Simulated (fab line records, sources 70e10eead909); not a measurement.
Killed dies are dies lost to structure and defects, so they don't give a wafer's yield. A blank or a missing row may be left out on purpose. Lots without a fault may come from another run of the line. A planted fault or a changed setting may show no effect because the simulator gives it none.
Which tool did it? | flow nand_harc | 12 lots, 36 wafers sampled, at 6 steps of a route of 1302

WHAT THE GAUGES READ, wafer by wafer
NHARC_A_ONON_D2_THK_MEAS_02: measures by ellipsometry. Usual: thk_nm 1004 nm, standard deviation 7.1.
lot  | measured     | on            | thk_nm (nm)    | flag
L554 | day 12 20:40 | film_metro-01 | 1011 1009 1008 |
L555 | day 12 20:48 | film_metro-01 | 1010 1012 1014 |
L557 | day 14 01:14 | film_metro-01 | 1011 1009 1012 |
L558 | day 14 20:05 | film_metro-02 | 996 996 997    |
L559 | day 14 19:59 | film_metro-01 | 1001 999 999   |
L563 | day 16 22:35 | film_metro-01 | 995 995 996    |
L564 | day 17 08:58 | film_metro-01 | 1017 1018 1018 |
L567 | day 18 13:35 | film_metro-02 | 1007 1008 1009 |
L568 | day 18 19:02 | film_metro-01 | 670 672 671    | OFF
L570 | day 19 15:14 | film_metro-02 | 1003 664 665   | OFF
L571 | day 19 15:24 | film_metro-02 | 1011 1009 1010 |
L576 | day 21 22:35 | film_metro-02 | 999 1001 1000  |

NHARC_END_SORT_01. Usual: killed_at_array 55, standard deviation 19; killed_at_other 0.8, standard deviation 1.1; killed_at_periphery 4.0, standard deviation 2.6; killed_dies 60, standard deviation 20; killed_open 3.4, standard deviation 1.7; killed_short 2.6, standard deviation 1.5.
lot  | measured     | on        | killed_at_array | killed_at_other | killed_at_periphery | killed_dies | killed_open | killed_short | flag
L554 | day 25 14:29 | prober-02 | 46 41 39        | 0 1 0           | 2 5 5               | 48 47 44    | 4 2 5       | 2 1 4        |
L555 | day 24 19:14 | prober-02 | 79 74 77        | 2 0 1           | 3 5 1               | 84 79 79    | 4 2 2       | 0 5 4        |
L558 | day 26 18:12 | prober-02 | 98 75 63        | 0 0 0           | 4 7 2               | 102 82 65   | 3 9 1       | 5 4 1        |
L559 | day 26 23:09 | prober-01 | 49 38 46        | 0 3 0           | 3 1 6               | 52 42 52    | 6 4 5       | 4 0 4        |
L564 | day 29 12:04 | prober-02 | 45 46 37        | 4 5 3           | 5 2 2               | 54 53 42    | 3 2 0       | 4 4 1        |
L568 | day 30 14:07 | prober-01 | 670 676 675     | 0 0 0           | 7 1 2               | 677 677 677 | 2 2 2       | 3 1 3        | OFF
L570 | day 31 21:11 | prober-02 | 77 667 670      | 0 1 0           | 11 9 7              | 88 677 677  | 2 2 2       | 3 4 3        | OFF

WHICH TOOL RAN EACH LOT (tool, then ch and the chambers of the sampled wafers, then the start)
lot  | NHARC_A_CHANNEL_FILL_D1_CMP_10 | NHARC_A_DECK1_JOINT_ETCHBACK_00  | NHARC_A_DECK1_JOINT_CMP_02    | NHARC_A_ONON_D2_DEP_00
L554 | cmp-03 ch 0,1, day 11 14:34    | rie_si-04 ch 1,3, day 12 01:42   | cmp-02 ch 1,2, day 12 19:22   | pecvd_onon-01 ch 0, day 12 20:12
L555 | cmp-02 ch 1,2,3, day 11 14:35  | rie_si-01 ch 0,2,3, day 12 01:41 | cmp-02 ch 1,2,3, day 12 19:31 | pecvd_onon-04 ch 0, day 12 20:17
L557 | cmp-03 ch 0,2,3, day 12 09:19  | rie_si-01 ch 1,2,3, day 12 20:17 | cmp-01 ch 0,1,3, day 13 23:55 | pecvd_onon-01 ch 0, day 14 00:44
L558 | cmp-03 ch 1,2,3, day 13 06:16  | rie_si-04 ch 0,2,3, day 13 17:22 | cmp-01 ch 0,1,2, day 14 18:43 | pecvd_onon-01 ch 0, day 14 19:34
L559 | cmp-02 ch 1,2,3, day 13 06:17  | rie_si-01 ch 1,2, day 13 17:22   | cmp-03 ch 1,3, day 14 18:43   | pecvd_onon-04 ch 0, day 14 19:32
L563 | cmp-04 ch 0,3, day 15 09:53    | rie_si-05 ch 1,2,3, day 15 23:22 | cmp-03 ch 0,2,3, day 16 21:21 | pecvd_onon-04 ch 0, day 16 22:11
L564 | cmp-03 ch 1,3, day 15 17:21    | rie_si-01 ch 0,1,2, day 16 04:28 | cmp-03 ch 1,2, day 17 07:41   | pecvd_onon-01 ch 0, day 17 08:34
L567 | cmp-03 ch 0,1,3, day 17 00:27  | rie_si-01 ch 0,1,2, day 17 11:35 | cmp-02 ch 0,2,3, day 18 12:14 | pecvd_onon-04 ch 0, day 18 13:04
L568 | cmp-02 ch 0,1,2, day 17 06:15  | rie_si-01 ch 0,3, day 17 17:23   | cmp-01 ch 0,1, day 18 17:46   | pecvd_onon-04 ch 0, day 18 18:32
L570 | cmp-04 ch 1,2, day 18 01:36    | rie_si-05 ch 2,3, day 18 12:47   | cmp-02 ch 1,2, day 19 13:57   | pecvd_onon-04 ch 0, day 19 14:50
L571 | cmp-04 ch 0,2,3, day 18 05:18  | rie_si-05 ch 2,3, day 18 16:17   | cmp-01 ch 2,3, day 19 14:00   | pecvd_onon-01 ch 0, day 19 14:53
L576 | cmp-02 ch 0,1,2, day 20 11:31  | rie_si-04 ch 0,1,3, day 20 23:13 | cmp-02 ch 1,2, day 21 21:19   | pecvd_onon-03 ch 0, day 21 22:08
- NHARC_A_CHANNEL_FILL_D1_CMP_10: polishes, target thk 150 nm.
- NHARC_A_DECK1_JOINT_ETCHBACK_00: etches the open film in HBr, target depth 30 nm, time 17.4 s.
- NHARC_A_DECK1_JOINT_CMP_02: polishes SiOx.
- NHARC_A_ONON_D2_DEP_00: target thk 1000 nm.

WHAT THE TOOLS THEMSELVES READ (means of the sampled wafers that have a number; where no wafer has one, the mark that the record gives instead)
NHARC_A_CHANNEL_FILL_D1_CMP_10. Usual: edge_zone_pressure_frac 0.999, standard deviation 0.0046; motor_current_A 12.2 A, standard deviation 1.4; slurry_filter_dp_kPa 13.52 kPa, standard deviation 0.15; time_to_endpoint_s 15.3 s, standard deviation 2.7.
lot  | tool   | edge_zone_pressure_frac | motor_current_A (A) | slurry_filter_dp_kPa (kPa) | time_to_endpoint_s (s) | flag
L554 | cmp-03 | 1.001                   | 12.5                | 13.42                      | 12.2                   |
L555 | cmp-02 | 0.999                   | 11.4                | 13.38                      | 17.4                   |
L557 | cmp-03 | 1.001                   | 11.8                | 13.44                      | 16.5                   |
L558 | cmp-03 | 1.006                   | 10.9                | 13.63                      | 15.0                   |
L559 | cmp-02 | 0.998                   | 11.6                | 13.56                      | 13.1                   |
L563 | cmp-04 | 1.000                   | 12.3                | 13.40                      | 15.7                   |
L564 | cmp-03 | 0.997                   | 11.1                | 13.46                      | 14.8                   |
L567 | cmp-03 | 1.000                   | 11.6                | 13.46                      | 14.0                   |
L568 | cmp-02 | 0.999                   | 11.1                | 13.57                      | 13.4                   |
L570 | cmp-04 | 0.995                   | 14.0                | 13.54                      | 18.8                   |
L571 | cmp-04 | 1.002                   | 13.2                | 13.39                      | 14.0                   |
L576 | cmp-02 | 0.998                   | 11.0                | 13.56                      | 15.2                   |

NHARC_A_DECK1_JOINT_ETCHBACK_00. Usual: drypump_motor_current_A 5.9 A, standard deviation 0.46; oes_product_au 1.000 a.u., standard deviation 0.0099; throttle_valve_pct 23.267 %, standard deviation 0.0097.
lot  | tool      | drypump_motor_current_A (A) | oes_product_au (a.u.) | throttle_valve_pct (%) | flag
L554 | rie_si-04 | 5.2                         | 0.987                 | 23.261                 |
L555 | rie_si-01 | 6.3                         | 1.001                 | 23.262                 |
L557 | rie_si-01 | 6.2                         | 1.003                 | 23.269                 |
L558 | rie_si-04 | 5.7                         | 1.000                 | 23.277                 |
L559 | rie_si-01 | 6.0                         | 1.004                 | 23.266                 |
L563 | rie_si-05 | 5.8                         | 0.990                 | 23.265                 |
L564 | rie_si-01 | 6.1                         | 1.002                 | 23.268                 |
L567 | rie_si-01 | 6.2                         | 1.003                 | 23.273                 |
L568 | rie_si-01 | 6.4                         | 1.015                 | 23.267                 |
L570 | rie_si-05 | 5.6                         | 1.001                 | 23.272                 |
L571 | rie_si-05 | 5.6                         | 0.990                 | 23.262                 |
L576 | rie_si-04 | 5.6                         | 1.001                 | 23.265                 |

NHARC_A_DECK1_JOINT_CMP_02. Usual: edge_zone_pressure_frac 0.999, standard deviation 0.0051; motor_current_A 11.5 A, standard deviation 1; slurry_filter_dp_kPa 13.49 kPa, standard deviation 0.14.
lot  | tool   | edge_zone_pressure_frac | motor_current_A (A) | slurry_filter_dp_kPa (kPa) | flag
L554 | cmp-02 | 1.002                   | 11.4                | 13.63                      |
L555 | cmp-02 | 1.000                   | 11.4                | 13.41                      |
L557 | cmp-01 | 1.002                   | 10.9                | 13.41                      |
L558 | cmp-01 | 1.000                   | 11.6                | 13.56                      |
L559 | cmp-03 | 0.995                   | 10.7                | 13.47                      |
L563 | cmp-03 | 1.003                   | 11.9                | 13.49                      |
L564 | cmp-03 | 0.998                   | 11.2                | 13.56                      |
L567 | cmp-02 | 0.999                   | 11.5                | 13.55                      |
L568 | cmp-01 | 0.999                   | 10.9                | 13.67                      |
L570 | cmp-02 | 0.997                   | 11.4                | 13.54                      |
L571 | cmp-01 | 1.003                   | 12.3                | 13.37                      |
L576 | cmp-02 | 1.002                   | 11.4                | 13.55                      |

THE ANSWER, worked out from the rows above alone
Rule: a lot is off if the mean of its wafers that have a number lies more than 3 standard deviations from the usual mean. A lot without any number at a reading at which 4 lots or more have one is off too. The other lots that the step has rows for count as sound. The gauges are gone through in route order, then the tools' own readings, and for those a lot's mean is taken as printed above. The first step at which some lot is off is used, and at that step the reading that is off furthest; a lot without a number counts as furthest.
Off: L568, L570, at NHARC_A_ONON_D2_THK_MEAS_02 (thk_nm).
A tool fits if, at a process step before that reading, it ran every lot that is off, and no sound lot after the first of them. The gauges at NHARC_A_ONON_D2_THK_MEAS_02 aren't tried: what is off there is off at NHARC_END_SORT_01 too, on other tools, and a gauge's error can't cause that. One fits: pecvd_onon-04 at NHARC_A_ONON_D2_DEP_00. Its last sound lot is L567 (day 18 13:04), its first lot that is off L568 (day 18 18:32): a fault that began between those two fits.

WHAT THE SIMULATOR HAD PUT IN
Process parameter drift: pecvd_onon-04, from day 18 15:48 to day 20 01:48, at NHARC_A_ONON_D2_DEP_00. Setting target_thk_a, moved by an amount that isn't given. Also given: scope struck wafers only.
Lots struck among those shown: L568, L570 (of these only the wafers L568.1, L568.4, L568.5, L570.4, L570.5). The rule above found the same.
